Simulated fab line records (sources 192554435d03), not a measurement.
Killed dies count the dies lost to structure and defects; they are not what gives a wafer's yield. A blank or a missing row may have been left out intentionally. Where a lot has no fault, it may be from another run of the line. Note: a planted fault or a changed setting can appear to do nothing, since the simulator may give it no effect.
Chamber matching | flow n5-finfet | N5_BEOL_M0_SAQP_ALD_48 on ald-sin-02 has 4 sister chambers
The step deposits SiO2, target thk 20 nm, pulse time 1 s, co reactant pulse time 1 s. 8 wafers are shown with their chamber, then 6 later ones without.

== EACH WAFER AND ITS CHAMBER ==
wafer  | chamber | heater-power-w (W) | precursor-pulse-height-rel
L750.6 | 1       | 75                 | 0.985
L751.4 | 0       | 73                 | 0.990
L757.2 | 1       | 73                 | 1.011
L757.4 | 3       | 83                 | 0.974
L757.6 | 2       | 77                 | 1.010
L758.1 | 3       | 79                 | 0.999
L758.2 | 2       | 80                 | 1.000
L758.6 | 0       | 74                 | 0.965

== WAFERS WHOSE CHAMBER IS MISSING ==
wafer  | heater-power-w (W) | precursor-pulse-height-rel
L769.1 | 78                 | 0.995
L769.3 | 71                 | 1.023
L769.4 | 74                 | 1.011
L770.2 | 74                 | 1.010
L770.4 | 74                 | 1.025
L770.5 | 78                 | 0.987

== THE CHAMBER EACH PASSED THROUGH ==
wafer  | from the rows above               | in truth
L769.1 | can't be placed: 2 or 3 or 1 or 0 | 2
L769.3 | can't be placed: 1 or 0 or 2      | 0
L769.4 | can't be placed: 1 or 0 or 2      | 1
L770.2 | can't be placed: 1 or 0 or 2      | 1
L770.4 | can't be placed: 1 or 2 or 0      | 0
L770.5 | can't be placed: 2 or 3 or 1 or 0 | 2
Placed correctly: 0 of 6. Can't be placed from these rows: 6 (the true chamber is among the candidates in 6). 0 placed wrongly.
How it was worked out, from the rows above alone: a wafer's distance from a chamber is the root of the sum, over the readings, of the square of ((its reading less the chamber's mean) divided by the reading's scatter). If the next closest chamber is less than 2 further off than the closest, the wafer can't be placed; otherwise it belongs to the closest. A chamber's mean is the mean of its shown wafers. The scatter: the root of (the sum of the squares of (reading less its chamber's mean) over the shown wafers, divided by (wafers less chambers)).
